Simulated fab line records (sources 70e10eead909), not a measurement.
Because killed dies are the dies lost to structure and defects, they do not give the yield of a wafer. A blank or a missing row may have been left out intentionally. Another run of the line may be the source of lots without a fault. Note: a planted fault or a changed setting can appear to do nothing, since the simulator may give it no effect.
fab line records	flow nandHarc
record lots=13	wafers=37	lastDay=34
route steps=1302 shown A_CHANNEL_HOLE_D1@450 END@1302
lots that met no fault: from a run of the same line without faults
startH: hours from the record's opening day to when the first of the lot's shown wafers began	waitH: hours from the lot's prior step to this one	" identical to the entry in the row above	L1.1+2: a single row standing in for several wafers	- either no value or no given start	* or withheld: withheld	< > ~ a bound
route shown NAME@n: NAME is a module with steps in the file, n the number in the route of the first one	usual: mean and standard deviation over wafers with no fault	same: alike in all rows	chamber/n: place in a boat	sites: per-site readings	_std_site: standard deviation of those values	_edge_site: inner sites' mean taken away from outer sites' mean	radiusMm: how far each site lies from the wafer's centre	mask NAME#n: copy n	behind: the most recent tool/chamber to have shaped the wafer	hold: why the lot went on hold/how many hours it stayed there/how the hold came to an end	device: transistor that didn't switch, given as n, p or np	end of line: at the end of the route, the tests of the same wafers	step lacking rows: just its recipe	killed: count of dies lost to structure and defects at first sort (not the wafer's yield)	map: the dies of a wafer, with x for killed, . for not killed, _ for no die there
set.NAME: the setting the step ran with; set.NAME@STEP: the setting that earlier step ran with	model.NAME: the simulator's own value behind a step, which no gauge read
the route's steps for a sample of lots (tables are steps, rows are wafers)
services: from which hour (startH, from the record's first day; less than 0 if before it) a tool's chamber was out of use, for how many hours, and why
## steps
# step NHARC_A_CHANNEL_HOLE_D1_DEP_00
# recipe targetThkA=31000	tempC=400	material=aC
# usual throttleValvePct=34.999/0.0088
lot.wafer	tool	chamber	startH	waitH	throttleValvePct
L639.1	aclDep-03	0	179.82	0.1	34.992
L639.2	"	0	"	"	35.012
L639.6	"	0	181.41	1.7	34.988
L641.1	aclDep-02	0	210.84	4.3	35.001
L641.2	"	0	"	"	35.009
L641.3	"	0	"	"	35.009
L642.1	aclDep-03	0	211.69	5.0	34.989
L642.2	"	0	"	"	34.985
L642.6	"	0	213.22	6.5	34.983
L648.1	aclDep-01	0	279.72	0.6	35.005
L648.2	"	0	"	"	34.993
L648.3	"	0	"	"	34.987
L649.1	aclDep-02	0	285.28	0.1	35.008
L649.2	"	0	"	"	35.009
L650.2	aclDep-02	0	294.43	4.0	34.990
L650.3	"	0	"	"	35.011
L655.1	aclDep-02	0	348.43	2.3	35.004
L655.3	"	0	"	"	34.981
L655.4	"	0	"	"	35.011
L656.1	aclDep-02	0	364.15	0.1	35.000
L656.3	"	0	"	"	34.989
L656.4	"	0	"	"	35.004
L657.2	aclDep-02	0	379.78	6.8	34.986
L657.4	"	0	"	"	34.990
L657.5	"	0	"	"	34.995
L658.1	aclDep-02	0	386.21	6.9	35.001
L658.3	"	0	"	"	35.008
L658.4	"	0	"	"	34.995
L659.1	aclDep-01	0	393.08	2.1	35.003
L659.3	"	0	"	"	34.989
L659.5	"	0	"	"	34.984
L660.1	aclDep-03	0	398.91	0.1	35.004
L660.3	"	0	"	"	34.992
L660.4	"	0	"	"	34.986
L661.3	aclDep-02	0	407.21	0.7	35.009
L661.4	"	0	"	"	35.009
L661.6	"	0	"	"	34.996
# step NHARC_A_CHANNEL_HOLE_D1_ETCH_39
# recipe targetDepthA=2600	overEtchFrac=0.3	timeS=325	ionEnergyEv=200	n2FlowSccm=150	h2FlowSccm=150	arFlowSccm=0	rfW=400	biasW=150	chemistry=N2/H2
# usual drypumpMotorCurrentA=5.7/0.44	oesProductAu=1.002/0.01	rfVppV=429.7/3	runLengthS=346.1/0.37	showerheadPlenumPTorr=2.01/0.1	throttleValvePct=14.171/0.0088
lot.wafer	tool	chamber	startH	waitH	drypumpMotorCurrentA	oesProductAu	rfHoursCounterH	rfVppV	runLengthS	showerheadPlenumPTorr	throttleValvePct
L639.1	rieDiel-13	3	183.10	-	5.9	1.010	3	427.7	347.2	1.92	14.164
L639.2	"	2	"	"	5.7	1.011	3	435.8	346.2	2.22	14.163
L639.6	"	3	"	"	5.9	1.010	-	427.0	347.5	1.92	14.176
L641.1	rieDiel-01	1	213.86	-	6.5	0.991	0	427.1	345.9	1.94	14.168
L641.2	"	2	"	"	5.2	0.984	0	428.2	346.0	1.93	14.164
L641.3	"	3	"	"	5.3	1.001	0	432.1	346.3	2.10	14.169
L642.2	rieDiel-05	2	214.83	-	5.8	1.007	57	430.5	345.5	2.01	14.164
L642.1	"	0	"	"	5.6	1.008	57	426.8	346.0	1.90	14.175
L642.6	"	2	"	"	5.8	1.009	-	430.0	345.8	2.01	14.165
L648.1	rieDiel-01	2	282.71	-	5.1	1.002	5	426.6	325.0	1.93	14.173
L648.2	"	0	"	"	5.6	0.999	5	430.9	345.8	2.03	14.170
L648.3	"	1	"	"	6.5	1.001	4	426.0	325.2	1.94	14.168
L649.2	rieDiel-01	0	288.17	-	5.6	1.011	5	431.2	346.3	2.03	14.161
L649.1	"	3	"	"	5.4	1.005	5	431.5	325.3	2.09	14.175
L650.2	rieDiel-01	3	297.11	-	5.3	0.997	7	432.7	346.7	2.09	14.165
L650.3	"	0	"	"	5.6	1.016	6	429.6	324.9	2.03	14.166
L655.3	rieDiel-13	0	351.48	-	5.6	0.986	0	426.7	346.1	1.93	14.172
L655.4	"	1	"	"	6.6	1.010	0	434.0	345.9	2.18	14.171
L655.1	"	2	"	"	5.7	0.998	0	434.8	346.1	2.20	14.165
L656.4	rieDiel-05	0	367.18	-	5.6	1.019	43	424.3	345.7	1.88	14.171
L656.1	"	2	"	"	5.8	1.019	46	429.8	346.0	1.99	14.165
L656.3	"	3	"	"	6.0	1.002	30	430.4	346.4	2.02	14.174
L657.2	rieDiel-13	0	382.47	-	5.6	0.982	14	426.9	345.7	1.92	14.165
L657.4	"	3	"	"	5.9	0.997	6	425.7	346.8	1.90	14.182
L657.5	"	1	"	"	6.6	1.012	-	435.5	346.5	2.17	14.177
L658.3	rieDiel-13	2	389.23	-	5.7	1.002	15	433.2	346.3	2.19	14.162
L658.4	"	0	"	"	5.6	0.998	16	427.2	346.2	1.92	14.171
L658.1	"	1	"	"	6.6	1.022	15	433.4	346.1	2.17	14.162
L659.3	rieDiel-01	2	395.96	-	5.2	1.005	0	426.2	346.1	1.93	14.187
L659.1	"	1	"	"	6.5	0.998	0	426.7	345.8	1.93	14.155
L659.5	"	3	"	"	5.3	1.006	-	431.8	346.3	2.09	14.183
L660.3	rieDiel-13	0	402.06	-	5.6	0.994	22	426.0	345.5	1.92	14.181
L660.4	"	1	"	"	6.6	1.021	22	434.7	346.5	2.17	14.155
L660.1	"	2	"	"	5.8	1.005	20	434.8	346.1	2.19	14.181
L661.4	rieDiel-01	3	410.49	-	5.3	1.015	2	432.9	346.4	2.09	14.159
L661.3	"	0	"	"	5.6	1.010	2	430.1	346.4	2.03	14.186
L661.6	"	3	"	"	5.3	1.002	-	432.2	346.1	2.09	14.182
# step NHARC_A_CHANNEL_HOLE_D1_CD_MEAS_18
# usual cdNm=99.6/1.9
lot.wafer	tool	chamber	startH	waitH	cdNm
L639.1	cdSem-03	-	184.03	-	99.9
L639.2	"	-	"	"	101.6
L639.6	"	-	"	"	101.2
L641.1	cdSem-01	-	214.77	-	96.6
L641.2	"	-	"	"	97.6
L641.3	"	-	"	"	99.3
L642.1	cdSem-01	-	215.93	-	100.8
L642.2	"	-	"	"	101.4
L642.6	"	-	"	"	99.9
L648.1	cdSem-03	-	283.64	-	97.5
L648.2	"	-	"	"	96.7
L648.3	"	-	"	"	101.7
L649.1	cdSem-02	-	289.10	-	99.7
L649.2	"	-	"	"	100.2
L650.2	cdSem-03	-	298.04	-	100.3
L650.3	"	-	"	"	97.8
L655.1	cdSem-01	-	352.54	-	99.3
L655.3	"	-	"	"	100.2
L655.4	"	-	"	"	101.2
L656.1	cdSem-03	-	368.11	-	95.3
L656.3	"	-	"	"	98.3
L656.4	"	-	"	"	100.8
L657.2	cdSem-03	-	383.41	-	102.0
L657.4	"	-	"	"	101.3
L657.5	"	-	"	"	98.8
L658.1	cdSem-01	-	390.16	-	101.3
L658.3	"	-	"	"	101.7
L658.4	"	-	"	"	102.1
L659.1	cdSem-02	-	396.89	-	101.7
L659.3	"	-	"	"	100.5
L659.5	"	-	"	"	102.4
L660.1	cdSem-03	-	402.97	-	102.7
L660.3	"	-	"	"	100.0
L660.4	"	-	"	"	98.7
L661.3	cdSem-01	-	411.40	-	98.4
L661.4	"	-	"	"	102.5
L661.6	"	-	"	"	99.9
# step NHARC_A_CHANNEL_HOLE_D1_ETCH_22
# recipe biasV=3000	sourceW=withheld	pressureMtorr=20	timeS=666.7	arFlowSccm=375	c4f8FlowSccm=89.3	o2FlowSccm=35.7	tempC=-20	targetDepthA=16000	chemistry=C4F8/O2/Ar
# usual drypumpMotorCurrentA=5.5/0.37	runLengthS=651.7/0	showerheadPlenumPTorr=3.58/0.17	throttleValvePct=32.155/0.0097
lot.wafer	tool	chamber	startH	waitH	drypumpMotorCurrentA	rfHoursCounterH	runLengthS	showerheadPlenumPTorr	throttleValvePct
L639.1	harEtch-02	1	185.98	0.4	5.7	299	651.7	3.45	32.151
L639.2	"	0	"	"	5.7	299	651.7	3.46	32.143
L639.6	"	0	"	"	5.7	-	651.7	3.46	32.161
L641.2	harEtch-01	1	215.71	0.4	4.9	100	651.7	3.72	32.146
L641.1	"	0	"	"	5.6	100	651.7	3.52	32.151
L641.3	"	0	"	"	5.6	-	651.7	3.52	32.159
L642.2	harEtch-02	1	216.87	0.4	5.8	318	651.7	3.44	32.158
L642.1	"	0	"	"	5.8	303	651.7	3.46	32.169
L642.6	"	1	"	"	5.8	-	651.7	3.44	32.151
L648.1	harEtch-02	0	284.59	0.4	5.8	341	651.7	3.44	32.158
L648.2	"	1	"	"	5.8	356	651.7	3.42	32.165
L648.3	"	0	"	"	5.8	-	651.7	3.44	32.161
L649.1	harEtch-01	0	291.95	0.4	5.6	146	651.7	3.50	32.163
L649.2	"	1	"	"	4.9	146	651.7	3.70	32.167
L650.2	harEtch-02	1	303.23	0.4	5.8	368	651.7	3.41	32.164
L650.3	"	1	"	"	5.8	-	651.7	3.41	32.130
L655.1	harEtch-01	1	356.69	0.4	4.9	188	651.7	3.68	32.163
L655.3	"	1	"	"	4.9	-	651.7	3.68	32.155
L655.4	"	0	"	"	5.6	-	651.7	3.48	32.156
L656.1	harEtch-02	1	369.05	0.4	5.8	402	651.7	3.40	32.152
L656.4	"	1	"	"	5.8	-	651.7	3.40	32.153
L656.3	"	0	"	"	5.7	-	651.7	3.41	32.153
L657.2	harEtch-01	0	389.34	0.4	5.6	207	651.7	3.47	32.169
L657.4	"	1	"	"	4.9	-	651.7	3.67	32.159
L657.5	"	1	"	"	4.9	-	651.7	3.67	32.149
L658.1	harEtch-02	1	395.25	0.4	5.8	1	651.7	3.93	32.149
L658.4	"	0	"	"	5.8	-	651.7	3.93	32.146
L658.3	"	1	"	"	5.8	-	651.7	3.93	32.163
L659.1	harEtch-01	1	397.91	0.4	4.9	215	651.7	3.66	32.167
L659.3	"	0	"	"	5.6	-	651.7	3.46	32.172
L659.5	"	1	"	"	4.9	-	651.7	3.66	32.157
L660.1	harEtch-02	0	404.00	0.4	5.7	5	651.7	3.93	32.174
L660.3	"	1	"	"	5.8	-	651.7	3.93	32.148
L660.4	"	0	"	"	5.7	-	651.7	3.93	32.159
L661.3	harEtch-02	0	412.52	0.4	5.7	-	651.7	3.93	32.153
L661.4	"	1	"	"	5.8	-	651.7	3.93	32.144
L661.6	"	0	"	"	5.7	-	651.7	3.93	32.148
# step NHARC_END_SORT_01
# recipe tempC=25
# usual killedAtArray=49/19	killedAtOther=0.9/1.1	killedAtPeriphery=4.0/2.7	killedDies=54/19	killedOpen=3.3/1.8	killedShort=2.6/1.6
# same grossDies=677
lot.wafer	tool	chamber	startH	waitH	killedAtArray	killedAtOther	killedAtPeriphery	killedDies	killedOpen	killedShort
L639.1	prober-02	0	567.38	2.5	60	0	9	69	2	3
L639.2	prober-02	0	568.18	2.8	63	0	1	64	2	0
L639.6	prober-02	0	571.39	4.0	90	0	4	94	1	1
L641.1	prober-01	0	575.28	2.5	41	0	5	46	4	3
L641.2	prober-01	0	576.09	2.8	55	0	6	61	6	1
L641.3	prober-01	0	576.89	3.1	46	0	2	48	1	0
L642.1	prober-01	0	583.09	2.5	86	0	5	91	3	1
L642.2	prober-01	0	583.89	2.8	78	0	10	88	2	3
L642.6	prober-01	0	587.08	4.0	69	0	2	71	5	0
L649.1	prober-02	0	670.35	2.5	39	2	4	45	2	3
L649.2	prober-02	0	671.14	2.8	40	0	9	49	2	1
L648.1	prober-01	0	685.58	2.5	66	5	5	76	2	5
L648.2	prober-01	0	686.39	2.8	74	1	1	76	3	4
L648.3	prober-01	0	687.19	3.1	58	1	1	60	1	4
L650.2	prober-02	0	686.37	2.8	59	1	1	61	5	3
L650.3	prober-02	0	687.16	3.1	51	3	2	56	4	1
L655.1	prober-02	0	730.32	2.5	34	1	5	40	6	4
L655.3	prober-02	0	731.92	3.1	36	1	8	45	6	3
L655.4	prober-02	0	732.72	3.4	37	0	13	50	4	2
L656.1	prober-01	0	747.35	2.5	58	0	10	68	4	3
L656.3	prober-01	0	748.98	3.1	40	0	8	48	5	0
L656.4	prober-01	0	749.79	3.4	52	1	2	55	2	4
L657.2	prober-01	0	762.33	2.8	55	1	6	62	3	5
L657.4	prober-01	0	763.90	3.4	63	1	5	69	4	2
L657.5	prober-01	0	764.68	3.6	39	1	3	43	2	2
L660.1	prober-02	0	779.31	2.5	23	0	5	28	4	5
L660.3	prober-02	0	780.89	3.1	12	0	4	16	3	0
L660.4	prober-02	0	781.69	3.4	27	0	1	28	0	2
L659.1	prober-01	0	779.31	2.5	68	4	3	75	4	1
L659.3	prober-01	0	780.92	3.1	57	2	4	63	6	3
L659.5	prober-01	0	782.53	3.7	65	5	3	73	1	3
L658.1	prober-02	0	787.05	2.5	61	0	4	65	4	6
L658.3	prober-02	0	788.65	3.1	55	0	1	56	2	2
L658.4	prober-02	0	789.44	3.4	40	0	5	45	3	2
L661.3	prober-01	0	805.83	3.1	37	1	2	40	4	1
L661.4	prober-01	0	806.64	3.4	54	1	3	58	6	2
L661.6	prober-01	0	808.25	4.0	53	2	1	56	1	2
# killed by level:class
L639.1 A_CHANNEL_HOLE_D2:chamberFilmFlake=24 A_CHANNEL_HOLE_D1:chamberFilmFlake=15 A_SLIT:chamberFilmFlake=12 P_CONTACT:chamberFilmFlake=3 P_STI:chamberFilmFlake=2 P_GATE:chamberFilmFlake=2 A_STAIRCASE:chamberFilmFlake=2 A_WL_FILL:chamberFilmFlake=2
L639.2 A_SLIT:chamberFilmFlake=25 A_CHANNEL_HOLE_D1:chamberFilmFlake=15 A_CHANNEL_HOLE_D2:chamberFilmFlake=13 A_WL_FILL:chamberFilmFlake=3 A_CONTACT:chamberFilmFlake=2 A_ONON_D1:geometricParticle:open=1 A_BLC:geometricParticle:open=1 P_GATE:chamberFilmFlake=1
L639.6 A_CHANNEL_HOLE_D2:chamberFilmFlake=29 A_CHANNEL_HOLE_D1:chamberFilmFlake=24 A_SLIT:chamberFilmFlake=22 A_WL_FILL:chamberFilmFlake=4 A_STAIRCASE:chamberFilmFlake=3 A_ZERO_WELL:chamberFilmFlake=2 A_CONTACT:chamberFilmFlake=2 A_SOURCE_PLATE:geometricParticle:short=1
L641.1 A_SLIT:chamberFilmFlake=17 A_CHANNEL_HOLE_D1:chamberFilmFlake=8 A_STAIRCASE:chamberFilmFlake=5 A_CHANNEL_HOLE_D2:chamberFilmFlake=3 A_CHANNEL_FILL_D1:geometricParticle:short=2 P_GATE:chamberFilmFlake=2 A_CONTACT:chamberFilmFlake=2 P_CONTACT:geometricParticle:open=1
L641.2 A_SLIT:chamberFilmFlake=21 A_CHANNEL_HOLE_D2:chamberFilmFlake=11 A_CHANNEL_HOLE_D1:chamberFilmFlake=8 A_CONTACT:chamberFilmFlake=5 P_GATE:chamberFilmFlake=4 A_CHANNEL_HOLE_D2:geometricParticle:open=2 A_STAIRCASE:chamberFilmFlake=2 A_BONDPAD:chamberFilmFlake=2
L641.3 A_SLIT:chamberFilmFlake=16 A_CHANNEL_HOLE_D2:chamberFilmFlake=10 A_CHANNEL_HOLE_D1:chamberFilmFlake=9 A_STAIRCASE:chamberFilmFlake=5 P_GATE:chamberFilmFlake=2 A_DECK1_JOINT:chamberFilmFlake=2 A_CONTACT:chamberFilmFlake=2 A_CHANNEL_FILL_D1:geometricParticle:open=1
L642.1 A_CHANNEL_HOLE_D2:chamberFilmFlake=44 A_SLIT:chamberFilmFlake=19 A_CHANNEL_HOLE_D1:chamberFilmFlake=15 A_CONTACT:chamberFilmFlake=3 P_ZERO_WELL:chamberFilmFlake=2 P_GATE:chamberFilmFlake=2 A_ONON_D1:geometricParticle:open=1 A_CHANNEL_FILL_D1:geometricParticle:short=1
L642.2 A_CHANNEL_HOLE_D1:chamberFilmFlake=25 A_SLIT:chamberFilmFlake=24 A_CHANNEL_HOLE_D2:chamberFilmFlake=18 P_GATE:chamberFilmFlake=7 A_STAIRCASE:chamberFilmFlake=4 A_WL_FILL:geometricParticle:short=2 A_CONTACT:chamberFilmFlake=2 P_CONTACT:geometricParticle:open=1
L642.6 A_CHANNEL_HOLE_D2:chamberFilmFlake=22 A_SLIT:chamberFilmFlake=20 A_CHANNEL_HOLE_D1:chamberFilmFlake=17 A_STAIRCASE:chamberFilmFlake=4 P_CONTACT:geometricParticle:open=1 A_CHANNEL_FILL_D1:geometricParticle:open=1 A_ONON_D2:geometricParticle:open=1 A_WL_FILL:geometricParticle:open=1
L649.1 A_CHANNEL_HOLE_D1:chamberFilmFlake=9 A_CHANNEL_HOLE_D2:chamberFilmFlake=7 A_WL_FILL:chamberFilmFlake=4 P_CONTACT:chamberFilmFlake=4 A_CHANNEL_FILL_D1:chamberFilmFlake=3 A_BONDPAD:chamberFilmFlake=3 A_CHANNEL_FILL_D2:chamberFilmFlake=2 A_STAIRCASE:chamberFilmFlake=2
L649.2 A_CHANNEL_HOLE_D2:chamberFilmFlake=20 P_CONTACT:chamberFilmFlake=8 A_CHANNEL_HOLE_D1:chamberFilmFlake=6 A_CHANNEL_FILL_D1:chamberFilmFlake=2 A_STAIRCASE:chamberFilmFlake=2 A_SLIT:chamberFilmFlake=2 A_WL_FILL:chamberFilmFlake=2 A_BONDPAD:chamberFilmFlake=2
L648.1 A_CHANNEL_HOLE_D1:chamberFilmFlake=19 A_SLIT:chamberFilmFlake=18 A_CHANNEL_HOLE_D2:chamberFilmFlake=8 A_STAIRCASE:chamberFilmFlake=5 A_CHANNEL_FILL_D2:chamberFilmFlake=4 A_CONTACT:chamberFilmFlake=4 P_ZERO_WELL:chamberFilmFlake=3 THIN_TSV:chamberFilmFlake=3
L650.2 A_CHANNEL_HOLE_D1:chamberFilmFlake=34 A_CHANNEL_FILL_D1:chamberFilmFlake=7 A_STAIRCASE:chamberFilmFlake=6 A_WL_FILL:geometricParticle:short=3 A_CHANNEL_FILL_D1:geometricParticle:open=2 A_WL_FILL:chamberFilmFlake=2 P_CONTACT:geometricParticle:open=1 A_SOURCE_PLATE:geometricParticle:open=1
L648.2 A_SLIT:chamberFilmFlake=24 A_CHANNEL_HOLE_D1:chamberFilmFlake=20 A_CHANNEL_HOLE_D2:chamberFilmFlake=14 A_STAIRCASE:chamberFilmFlake=4 A_BONDPAD:chamberFilmFlake=2 A_ONON_D1:geometricParticle:short=1 A_DECK1_JOINT:geometricParticle:open=1 A_DECK1_JOINT:geometricParticle:short=1
L650.3 A_CHANNEL_HOLE_D1:chamberFilmFlake=32 A_STAIRCASE:chamberFilmFlake=5 A_WL_FILL:chamberFilmFlake=4 THIN_TSV:chamberFilmFlake=2 A_SLIT:chamberFilmFlake=2 A_CONTACT:chamberFilmFlake=2 P_GATE:geometricParticle:open=1 A_CHANNEL_FILL_D1:geometricParticle:open=1
L648.3 A_CHANNEL_HOLE_D1:chamberFilmFlake=18 A_SLIT:chamberFilmFlake=17 A_CONTACT:chamberFilmFlake=5 A_CHANNEL_HOLE_D2:chamberFilmFlake=3 A_CHANNEL_FILL_D2:chamberFilmFlake=3 A_STAIRCASE:chamberFilmFlake=3 A_DECK1_JOINT:geometricParticle:short=2 A_CHANNEL_FILL_D1:chamberFilmFlake=2
L655.1 A_CHANNEL_HOLE_D1:chamberFilmFlake=16 A_STAIRCASE:chamberFilmFlake=7 P_CONTACT:geometricParticle:open=2 P_BONDPAD:chamberFilmFlake=2 A_SOURCE_PLATE:geometricParticle:open=1 A_ONON_D1:geometricParticle:short=1 A_CHANNEL_FILL_D1:geometricParticle:open=1 A_CHANNEL_FILL_D1:geometricParticle:short=1
L655.3 A_CHANNEL_HOLE_D1:chamberFilmFlake=10 A_STAIRCASE:chamberFilmFlake=10 A_CONTACT:chamberFilmFlake=6 P_BONDPAD:chamberFilmFlake=4 A_CHANNEL_FILL_D1:geometricParticle:open=3 A_ONON_D1:geometricParticle:short=2 P_GATE:chamberFilmFlake=2 A_CHANNEL_FILL_D1:chamberFilmFlake=2
L655.4 A_CHANNEL_HOLE_D1:chamberFilmFlake=15 A_STAIRCASE:chamberFilmFlake=10 P_GATE:chamberFilmFlake=5 A_CONTACT:chamberFilmFlake=4 P_BONDPAD:chamberFilmFlake=3 P_ZERO_WELL:chamberFilmFlake=2 A_SLIT:chamberFilmFlake=2 A_M0:chamberFilmFlake=2
L656.1 A_CHANNEL_HOLE_D1:chamberFilmFlake=31 A_CHANNEL_HOLE_D2:chamberFilmFlake=5 A_STAIRCASE:chamberFilmFlake=5 A_CONTACT:chamberFilmFlake=5 P_CONTACT:chamberFilmFlake=3 P_M2:chamberFilmFlake=3 A_SLIT:chamberFilmFlake=3 P_GATE:chamberFilmFlake=2
L656.3 A_CHANNEL_HOLE_D1:chamberFilmFlake=15 A_SLIT:chamberFilmFlake=6 A_CHANNEL_HOLE_D2:chamberFilmFlake=4 A_BONDPAD:chamberFilmFlake=4 A_WL_FILL:chamberFilmFlake=3 P_ZERO_WELL:chamberFilmFlake=2 P_GATE:chamberFilmFlake=2 P_CONTACT:chamberFilmFlake=2
L656.4 A_CHANNEL_HOLE_D1:chamberFilmFlake=33 A_WL_FILL:chamberFilmFlake=4 A_CHANNEL_HOLE_D2:chamberFilmFlake=3 A_CONTACT:chamberFilmFlake=2 A_SOURCE_PLATE:geometricParticle:short=1 A_CHANNEL_FILL_D1:geometricParticle:short=1 A_CHANNEL_FILL_D2:geometricParticle:short=1 A_WL_FILL:geometricParticle:short=1
L657.2 A_CHANNEL_HOLE_D2:chamberFilmFlake=15 A_CHANNEL_HOLE_D1:chamberFilmFlake=14 A_CONTACT:chamberFilmFlake=7 A_STAIRCASE:chamberFilmFlake=6 A_SLIT:chamberFilmFlake=5 P_STI:chamberFilmFlake=3 A_BLC:geometricParticle:open=2 P_ZERO_WELL:chamberFilmFlake=2
L657.4 A_CHANNEL_HOLE_D2:chamberFilmFlake=27 A_CHANNEL_HOLE_D1:chamberFilmFlake=9 A_STAIRCASE:chamberFilmFlake=7 A_SLIT:chamberFilmFlake=6 A_CONTACT:chamberFilmFlake=6 P_ZERO_WELL:chamberFilmFlake=3 A_CHANNEL_FILL_D1:geometricParticle:open=1 A_CHANNEL_FILL_D1:geometricParticle:short=1
L657.5 A_CHANNEL_HOLE_D2:chamberFilmFlake=10 A_CHANNEL_HOLE_D1:chamberFilmFlake=7 A_SLIT:chamberFilmFlake=7 A_STAIRCASE:chamberFilmFlake=4 A_CONTACT:chamberFilmFlake=4 P_ZERO_WELL:chamberFilmFlake=2 A_ONON_D1:geometricParticle:short=1 A_DECK1_JOINT:geometricParticle:short=1
L660.1 A_SLIT:chamberFilmFlake=9 A_CONTACT:chamberFilmFlake=7 P_M0:geometricParticle:open=3 A_CHANNEL_FILL_D1:geometricParticle:short=2 P_CONTACT:geometricParticle:open=1 A_ONON_D1:geometricParticle:short=1 A_ONON_D2:geometricParticle:short=1 A_WL_FILL:geometricParticle:short=1
L659.1 A_SLIT:chamberFilmFlake=38 A_CONTACT:chamberFilmFlake=13 A_CHANNEL_HOLE_D1:chamberFilmFlake=10 THIN_TSV:chamberFilmFlake=3 P_GATE:chamberFilmFlake=2 A_STAIRCASE:chamberFilmFlake=2 A_ONON_D1:geometricParticle:open=1 A_CHANNEL_FILL_D2:geometricParticle:open=1
L660.3 A_SLIT:chamberFilmFlake=5 P_M0:geometricParticle:open=2 A_CHANNEL_HOLE_D1:chamberFilmFlake=2 A_CHANNEL_HOLE_D2:chamberFilmFlake=2 A_CONTACT:chamberFilmFlake=2 P_CONTACT:geometricParticle:open=1 P_STI:chamberFilmFlake=1 A_STAIRCASE:chamberFilmFlake=1
L659.3 A_SLIT:chamberFilmFlake=28 A_CHANNEL_HOLE_D1:chamberFilmFlake=12 A_CONTACT:chamberFilmFlake=5 A_M0:geometricParticle:open=2 P_GATE:chamberFilmFlake=2 THIN_TSV:chamberFilmFlake=2 P_M2:geometricParticle:open=1 A_CHANNEL_HOLE_D1:geometricParticle:open=1
L660.4 A_SLIT:chamberFilmFlake=11 A_CONTACT:chamberFilmFlake=7 A_STAIRCASE:chamberFilmFlake=3 A_CHANNEL_HOLE_D1:chamberFilmFlake=2 P_M0:geometricParticle:short=1 A_WL_FILL:geometricParticle:short=1 A_DECK1_JOINT:chamberFilmFlake=1 A_CHANNEL_HOLE_D2:chamberFilmFlake=1
L659.5 A_SLIT:chamberFilmFlake=40 A_CHANNEL_HOLE_D1:chamberFilmFlake=11 A_CONTACT:chamberFilmFlake=7 THIN_TSV:chamberFilmFlake=5 A_STAIRCASE:chamberFilmFlake=3 P_GATE:chamberFilmFlake=2 P_CONTACT:geometricParticle:short=1 A_ONON_D1:geometricParticle:short=1
L658.1 A_CHANNEL_HOLE_D2:chamberFilmFlake=27 A_SLIT:chamberFilmFlake=15 A_CONTACT:chamberFilmFlake=5 P_GATE:chamberFilmFlake=3 A_WL_FILL:geometricParticle:short=2 A_STAIRCASE:chamberFilmFlake=2 A_CHANNEL_HOLE_D1:unspecified=2 A_ONON_D1:geometricParticle:short=1
L658.3 A_CHANNEL_HOLE_D2:chamberFilmFlake=30 A_SLIT:chamberFilmFlake=9 A_CONTACT:chamberFilmFlake=7 A_CHANNEL_HOLE_D1:chamberFilmFlake=2 A_STAIRCASE:chamberFilmFlake=2 A_CHANNEL_FILL_D1:geometricParticle:short=1 A_CHANNEL_FILL_D1:geometricParticle:open=1 A_SGD_CUT:geometricParticle:open=1
L658.4 A_CHANNEL_HOLE_D2:chamberFilmFlake=15 A_SLIT:chamberFilmFlake=13 A_CONTACT:chamberFilmFlake=5 P_GATE:chamberFilmFlake=2 A_CHANNEL_HOLE_D1:chamberFilmFlake=2 A_STAIRCASE:chamberFilmFlake=2 P_GATE:geometricParticle:open=1 P_GATE:geometricParticle:short=1
L661.3 A_SLIT:chamberFilmFlake=17 A_CONTACT:chamberFilmFlake=10 A_M1:chamberFilmFlake=3 A_CHANNEL_FILL_D1:chamberFilmFlake=2 P_GATE:geometricParticle:open=1 P_CONTACT:geometricParticle:open=1 A_ONON_D1:geometricParticle:open=1 A_ONON_D1:geometricParticle:short=1
L661.4 A_SLIT:chamberFilmFlake=36 A_CONTACT:chamberFilmFlake=7 A_CHANNEL_HOLE_D2:chamberFilmFlake=2 A_M1:chamberFilmFlake=2 P_GATE:geometricParticle:open=1 P_CONTACT:geometricParticle:open=1 A_ONON_D1:geometricParticle:open=1 A_CHANNEL_HOLE_D1:geometricParticle:open=1
L661.6 A_SLIT:chamberFilmFlake=33 A_CONTACT:chamberFilmFlake=13 A_CHANNEL_HOLE_D2:chamberFilmFlake=2 A_M1:chamberFilmFlake=2 THIN_TSV:chamberFilmFlake=2 P_CONTACT:geometricParticle:open=1 A_SGD_CUT:geometricParticle:short=1 A_M0:geometricParticle:short=1
## services
tool	chamber	startH	hours	kind
rieDiel-13	-	165.10	9.0	pm
aclDep-01	-	187.14	13.0	pm
harEtch-02	0	189.29	-	consumableReplace:focusRing
harEtch-02	0	189.29	17.0	scheduledDown
harEtch-02	0	189.29	17.0	ventCycle
rieDiel-01	-	203.84	9.0	pm
rieDiel-01	-	225.73	0.3	repair
rieDiel-05	-	230.60	9.0	pm
aclDep-02	-	246.13	13.0	pm
harEtch-01	-	284.06	2.0	repair
aclDep-03	-	297.83	13.0	pm
rieDiel-01	1	334.25	12.9	repair
rieDiel-13	-	342.15	9.0	pm
rieDiel-13	3	367.62	6.2	repair
aclDep-01	-	370.13	13.0	pm
harEtch-02	-	377.29	17.0	pm
harEtch-02	0	377.29	17.0	ventCycle
harEtch-02	1	377.29	17.0	ventCycle
rieDiel-01	-	380.84	9.0	pm
harEtch-02	0	394.29	-	clean
harEtch-02	0	394.29	-	consumableReplace:showerhead
harEtch-02	1	394.29	-	clean
harEtch-02	1	394.29	-	consumableReplace:focusRing
rieDiel-05	-	407.60	9.0	pm
## key
firstSign step=NHARC_A_CHANNEL_HOLE_D1_ETCH_39	reading=runLengthS	direction=down	sigmas=56	usual=*	struck=*
effect none on later readings
metAt NHARC_A_CHANNEL_HOLE_D1_ETCH_39
struckLots L648,L649,L650
struckWafers L648.1,L648.3,L649.1,L650.3
testerLeftOut L648,L649,L650
notActingAt NHARC_A_CHANNEL_HOLE_D1_DEP_00,NHARC_A_CHANNEL_HOLE_D1_CD_MEAS_18,NHARC_A_CHANNEL_HOLE_D1_ETCH_22
onsetBetween 213.86 282.71
fault kind=processParameterDrift	tool=rieDiel-01	chamber=-	onsetH=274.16	steps=NHARC_A_CHANNEL_HOLE_D1_ETCH_39	channel=timeS	offset=*	shape=step	endH=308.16	scope=struckWafersOnly	actsIn=*	stated=*
# testerLeftOut: of these lots the tester's yield and bins aren't shown, on N5 and GAA mostly nor the transistor test; their killed dies are dies lost to structure and defects alone, not to doping, threshold or leakage, so they don't give the yield
